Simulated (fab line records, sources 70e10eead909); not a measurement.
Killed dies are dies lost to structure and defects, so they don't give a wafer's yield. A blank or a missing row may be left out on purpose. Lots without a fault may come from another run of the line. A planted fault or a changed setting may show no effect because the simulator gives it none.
Which tool did it? | flow nand_harc | 13 lots, 39 wafers sampled, at 5 steps of a route of 1302

WHAT THE GAUGES READ, wafer by wafer
NHARC_A_DECK1_JOINT_THK_MEAS_17: measures by ellipsometry. Usual: thk_nm 44.9 nm, standard deviation 1.
lot  | measured     | on            | thk_nm (nm)    | flag
L468 | day 12 09:55 | film_metro-02 | 43.0 45.0 46.9 |
L470 | day 13 06:14 | film_metro-02 | 45.2 45.6 45.9 |
L471 | day 13 12:03 | film_metro-01 | 45.4 45.0 42.9 |
L474 | day 14 18:32 | film_metro-02 | 44.9 45.0 44.5 |
L475 | day 14 18:32 | film_metro-01 | 42.8 43.5 45.7 |
L476 | day 15 17:45 | film_metro-01 | 45.2 45.2 44.0 |
L481 | day 18 08:55 | film_metro-01 | 47.0 44.5 48.6 |
L482 | day 18 11:27 | film_metro-02 | 49.1 43.8 45.2 |
L486 | day 20 02:35 | film_metro-01 | 45.0 45.1 45.1 |
L487 | day 20 23:28 | film_metro-02 | 44.4 46.6 45.7 |
L489 | day 21 02:44 | film_metro-01 | 45.1 44.9 45.5 |
L490 | day 21 15:49 | film_metro-01 | 46.0 44.4 46.6 |
L491 | day 22 06:14 | film_metro-02 | 45.0 45.2 45.9 |

NHARC_A_DECK1_JOINT_INSPECT_05. Usual: raw_defect_count 295, standard deviation 98.
lot  | measured     | on                | raw_defect_count | flag
L468 | day 12 09:57 | defect_inspect-01 | 312 286 327      |
L470 | day 13 06:16 | defect_inspect-02 | 148 208 172      |
L471 | day 13 12:05 | defect_inspect-02 | 415 311 454      |
L474 | day 14 18:34 | defect_inspect-02 | 506 174 212      |
L475 | day 14 18:34 | defect_inspect-01 | 393 387 336      |
L476 | day 15 17:47 | defect_inspect-01 | 309 227 479      |
L481 | day 18 08:58 | defect_inspect-01 | 314 333 315      |
L482 | day 18 11:29 | defect_inspect-01 | 390 500 462      |
L486 | day 20 02:37 | defect_inspect-02 | 290 324 312      |
L487 | day 20 23:31 | defect_inspect-02 | 399 528 244      |
L489 | day 21 02:46 | defect_inspect-02 | 194 185 220      |
L490 | day 21 15:51 | defect_inspect-01 | 340 256 252      |
L491 | day 22 06:16 | defect_inspect-01 | 164 164 218      |

NHARC_A_ONON_D2_THK_MEAS_05: measures by ellipsometry. Usual: thk_nm 998 nm, standard deviation 8.4.
lot  | measured     | on            | thk_nm (nm)    | flag
L468 | day 12 11:12 | film_metro-02 | 991 991 993    |
L470 | day 13 07:25 | film_metro-02 | 997 997 998    |
L471 | day 13 13:13 | film_metro-02 | 1001 1005 1002 |
L474 | day 14 19:42 | film_metro-01 | 985 987 985    |
L475 | day 14 19:43 | film_metro-02 | 990 991 990    |
L476 | day 15 18:56 | film_metro-01 | 1003 1005 1003 |
L481 | day 18 10:07 | film_metro-02 | 1014 1014 1014 |
L482 | day 18 12:38 | film_metro-02 | 1011 1008 1009 |
L486 | day 20 03:46 | film_metro-02 | 996 995 994    |
L487 | day 21 00:39 | film_metro-01 | 1003 1001 1003 |
L489 | day 21 03:55 | film_metro-02 | 991 991 991    |
L490 | day 21 17:17 | film_metro-01 | 1006 1009 1008 |
L491 | day 22 07:25 | film_metro-02 | 982 984 981    |

WHICH TOOL RAN EACH LOT (tool, then ch and the chambers of the sampled wafers, then the start)
lot  | NHARC_A_DECK1_JOINT_CMP_02    | NHARC_A_DECK1_JOINT_DEP_16
L468 | cmp-03 ch 1,2, day 12 09:08   | pecvd-02 ch 0,2, day 12 09:37
L470 | cmp-03 ch 1,2,3, day 13 05:35 | pecvd-04 ch 1,2, day 13 05:58
L471 | cmp-04 ch 0,2,3, day 13 11:23 | pecvd-04 ch 0,1,2, day 13 11:46
L474 | cmp-04 ch 1,2,3, day 14 17:52 | pecvd-02 ch 1,2, day 14 18:15
L475 | cmp-03 ch 1,2,3, day 14 17:52 | pecvd-01 ch 0,2, day 14 18:15
L476 | cmp-01 ch 0,1,2, day 15 17:05 | pecvd-02 ch 0,2, day 15 17:28
L481 | cmp-04 ch 0,1, day 18 08:14   | pecvd-04 ch 0,2, day 18 08:40
L482 | cmp-04 ch 1,2,3, day 18 10:50 | pecvd-04 ch 0,1, day 18 11:10
L486 | cmp-01 ch 0,2,3, day 20 01:53 | pecvd-02 ch 0,1, day 20 02:18
L487 | cmp-01 ch 0,2,3, day 20 22:49 | pecvd-02 ch 1,2, day 20 23:11
L489 | cmp-04 ch 1,2, day 21 02:04   | pecvd-01 ch 1,2, day 21 02:29
L490 | cmp-04 ch 1,2,3, day 21 15:08 | pecvd-02 ch 0,1,2, day 21 15:32
L491 | cmp-03 ch 0,2, day 22 05:34   | pecvd-01 ch 0,1,2, day 22 05:57
- NHARC_A_DECK1_JOINT_CMP_02: polishes SiOx.
- NHARC_A_DECK1_JOINT_DEP_16: deposits SiO2, target thk 45 nm.

WHAT THE TOOLS THEMSELVES READ (means of the sampled wafers that have a number; where no wafer has one, the mark that the record gives instead)
NHARC_A_DECK1_JOINT_CMP_02. Usual: motor_current_A 11.6 A, standard deviation 0.92.
lot  | tool   | motor_current_A (A) | flag
L468 | cmp-03 | 11.0                |
L470 | cmp-03 | 10.9                |
L471 | cmp-04 | 12.6                |
L474 | cmp-04 | 12.1                |
L475 | cmp-03 | 10.8                |
L476 | cmp-01 | 11.5                |
L481 | cmp-04 | 12.4                |
L482 | cmp-04 | 12.1                |
L486 | cmp-01 | 11.7                |
L487 | cmp-01 | 11.6                |
L489 | cmp-04 | 12.5                |
L490 | cmp-04 | 12.2                |
L491 | cmp-03 | 11.3                |

NHARC_A_DECK1_JOINT_DEP_16. Usual: heater_power_w 581 W, standard deviation 83; rf_fwd_power_W 896.3 W, standard deviation 2.8; showerhead_vpp_V 1920 V, standard deviation 100; throttle_valve_pct 15.8 %, standard deviation 0.74.
lot  | tool     | heater_power_w (W) | rf_fwd_power_W (W) | showerhead_vpp_V (V) | throttle_valve_pct (%) | flag
L468 | pecvd-02 | 653                | 896.2              | 1985                 | 16.2                   |
L470 | pecvd-04 | 594                | 894.2              | 1921                 | 16.3                   |
L471 | pecvd-04 | 534                | 894.2              | 1876                 | 16.3                   |
L474 | pecvd-02 | 587                | 896.5              | 2002                 | 16.5                   |
L475 | pecvd-01 | 644                | 895.5              | 1870                 | 15.0                   |
L476 | pecvd-02 | 652                | 894.9              | 1994                 | 16.5                   |
L481 | pecvd-04 | 464                | 1016.6             | 2050                 | 16.6                   | OFF
L482 | pecvd-04 | 452                | 1017.8             | 1954                 | 16.1                   | OFF
L486 | pecvd-02 | 655                | 899.8              | 1988                 | 15.6                   |
L487 | pecvd-02 | 659                | 895.6              | 1982                 | 16.3                   |
L489 | pecvd-01 | 561                | 896.4              | 1772                 | 14.8                   |
L490 | pecvd-02 | 600                | 899.5              | 1985                 | 16.2                   |
L491 | pecvd-01 | 564                | 896.6              | 1863                 | 15.0                   |

THE ANSWER, worked out from the rows above alone
Rule: a lot is off if the mean of its wafers that have a number lies more than 3 standard deviations from the usual mean. A lot without any number at a reading at which 4 lots or more have one is off too. The other lots that the step has rows for count as sound. The gauges are gone through in route order, then the tools' own readings, and for those a lot's mean is taken as printed above. The first step at which some lot is off is used, and at that step the reading that is off furthest; a lot without a number counts as furthest.
Off: L481, L482, at NHARC_A_DECK1_JOINT_DEP_16 (rf_fwd_power_W).
A tool fits if, at that step or a process step before it, it ran every lot that is off, and no sound lot after the first of them. One fits: pecvd-04 at NHARC_A_DECK1_JOINT_DEP_16. Its last sound lot is L471 (day 13 11:46), its first lot that is off L481 (day 18 08:40): a fault that began between those two fits.
The tool's own readings at NHARC_A_DECK1_JOINT_DEP_16 bear it out: on the lots that are off they differ by more than 5 times the standard deviation of the sound lots' means. rf_fwd_power_W reads 1017.2 W there against 896.3 W on the sound lots.

WHAT THE SIMULATOR HAD PUT IN
Process parameter drift: pecvd-04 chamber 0, from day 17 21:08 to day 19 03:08, at NHARC_A_DECK1_JOINT_DEP_16. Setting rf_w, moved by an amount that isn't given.
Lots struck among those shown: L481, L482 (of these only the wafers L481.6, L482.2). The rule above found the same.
